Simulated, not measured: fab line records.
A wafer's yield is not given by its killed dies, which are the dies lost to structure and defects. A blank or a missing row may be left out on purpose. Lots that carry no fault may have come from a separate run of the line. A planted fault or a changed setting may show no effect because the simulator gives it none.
Check of tool commonality -- flow n5_finfet -- 8 lots and 24 wafers in the sample

REASON FOR OPENING
At N5_SD_EPI_P_EPI_MEAS_23 the reading thk_nm is flagged on 2 of 8 lots. Fault-free wafers read 60.7 nm, with a standard deviation of 1.2.
Rule: a lot is flagged when every wafer of it that has a number lies more than 4 standard deviations from that mean, or none has a number. The rest of the lots are taken to be sound.

lot,measured,on,"thk_nm (nm), wafer by wafer",flag
L505,day 3 09:50,film_metro-02,59.8 61.3 63.1,
L507,day 4 01:28,film_metro-02,59.6 60.1 60.5,
L509,day 4 09:59,film_metro-01,58.7 61.0 60.6,
L515,day 6 02:11,film_metro-02,68.7 67.0 67.1,FLAGGED
L517,day 6 14:51,film_metro-01,66.0 65.9 65.8,FLAGGED
L521,day 7 09:37,film_metro-02,59.5 57.5 58.5,
L522,day 7 20:37,film_metro-01,62.3 60.0 60.8,
L528,day 9 09:40,film_metro-02,61.7 59.3 60.5,
The numbers of the flagged lots are 66.8 nm on average: +6.0 nm against the usual, or +5 standard deviations.

TOOL THAT RAN EACH LOT
Before the reading, the record contains 3 process steps out of a 1938-step route. Cell contents, in order: the tool; ch with the chambers the sampled wafers went through; the start.
lot,flag,N5_SD_EPI_N_SD_RECESS_17,N5_SD_EPI_P_ETCH_37,N5_SD_EPI_P_EPI_21
L505,,"rie_si-05 ch 2,3, day 3 02:11","rie_diel-03 ch 0,3, day 3 06:22","epi_rpcvd-03 ch 0, day 3 07:58"
L507,,"rie_si-01 ch 1,2,3, day 3 17:34","rie_diel-03 ch 0,2,3, day 3 22:00","epi_rpcvd-04 ch 0, day 3 23:59"
L509,,"rie_si-05 ch 0,3, day 4 02:39","rie_diel-05 ch 1,2, day 4 06:31","epi_rpcvd-03 ch 0, day 4 07:47"
L515,FLAGGED,"rie_si-01 ch 0,3, day 5 18:08","rie_diel-02 ch 1,2,3, day 5 22:43","epi_rpcvd-04 ch 0, day 6 00:42"
L517,FLAGGED,"rie_si-02 ch 1,2, day 6 07:24","rie_diel-02 ch 1,2,3, day 6 11:24","epi_rpcvd-04 ch 0, day 6 13:01"
L521,,"rie_si-01 ch 0,3, day 7 01:23","rie_diel-02 ch 0,2,3, day 7 06:08","epi_rpcvd-03 ch 0, day 7 08:29"
L522,,"rie_si-05 ch 0,2,3, day 7 12:38","rie_diel-02 ch 0,2,3, day 7 17:09","epi_rpcvd-03 ch 0, day 7 18:46"
L528,,"rie_si-02 ch 0,1,2, day 8 23:49","rie_diel-02 ch 0,1,2, day 9 05:23","epi_rpcvd-03 ch 0, day 9 06:46"
What the steps here do:
- N5_SD_EPI_N_SD_RECESS_17: chemistry HBr/Cl2/O2, target depth 41 nm, time 23.7 s, bt time 3 s.
- N5_SD_EPI_P_ETCH_37: etches SOC in N2/H2, overetch 108 nm, time 486 s.
- N5_SD_EPI_P_EPI_21: deposits SiGe:B, time 355 s.
- N5_SD_EPI_P_EPI_MEAS_23

FLAGGED AGAINST TOTAL, ONE TOOL AT A TIME (gauges that did the reading follow at the end)
step,tool,lots run,flagged,share of the flagged lots,sound lots run after its first flagged lot
N5_SD_EPI_N_SD_RECESS_17,rie_si-01,3,1,some,1 (L521)
N5_SD_EPI_N_SD_RECESS_17,rie_si-02,2,1,some,1 (L528)
N5_SD_EPI_N_SD_RECESS_17,rie_si-05,3,0,none,-
N5_SD_EPI_P_ETCH_37,rie_diel-02,5,2,all,"3 (L521,L522,L528)"
N5_SD_EPI_P_ETCH_37,rie_diel-03,2,0,none,-
N5_SD_EPI_P_ETCH_37,rie_diel-05,1,0,none,-
N5_SD_EPI_P_EPI_21,epi_rpcvd-03,5,0,none,-
N5_SD_EPI_P_EPI_21,epi_rpcvd-04,3,2,all,0
N5_SD_EPI_P_EPI_MEAS_23,film_metro-01,3,1,some,1 (L522)
N5_SD_EPI_P_EPI_MEAS_23,film_metro-02,5,1,some,"2 (L521,L528)"

WHAT IS ALLOWED BY THE TABLE
Table rows that saw every flagged lot: 2, namely rie_diel-02 at N5_SD_EPI_P_ETCH_37 and epi_rpcvd-04 at N5_SD_EPI_P_EPI_21.
- rie_diel-02 at N5_SD_EPI_P_ETCH_37 ran 5 lots, 2 of them flagged. Lots that were sound ran on it after the first flagged one (L521, L522, L528); a persistent fault on the entire tool would not allow that.
- epi_rpcvd-04 at N5_SD_EPI_P_EPI_21 ran 3 lots, 2 of them flagged. It ran its last sound lot, L507, at day 3 23:59 and its first flagged lot, L515, at day 6 00:42: a fault with its onset between the two fits. Its own readings (chamber_pressure_Torr) fall more than 4 standard deviations out on all wafers of the flagged lots.
Just one tool remains: epi_rpcvd-04 at N5_SD_EPI_P_EPI_21.

WHAT HAD BEEN PUT IN BY THE SIMULATOR
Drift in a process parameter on epi_rpcvd-04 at N5_SD_EPI_P_EPI_21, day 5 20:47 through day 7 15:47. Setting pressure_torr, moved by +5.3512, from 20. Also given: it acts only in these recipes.
Shown lots that were struck: L515, L517. This agrees with what the rule above found.
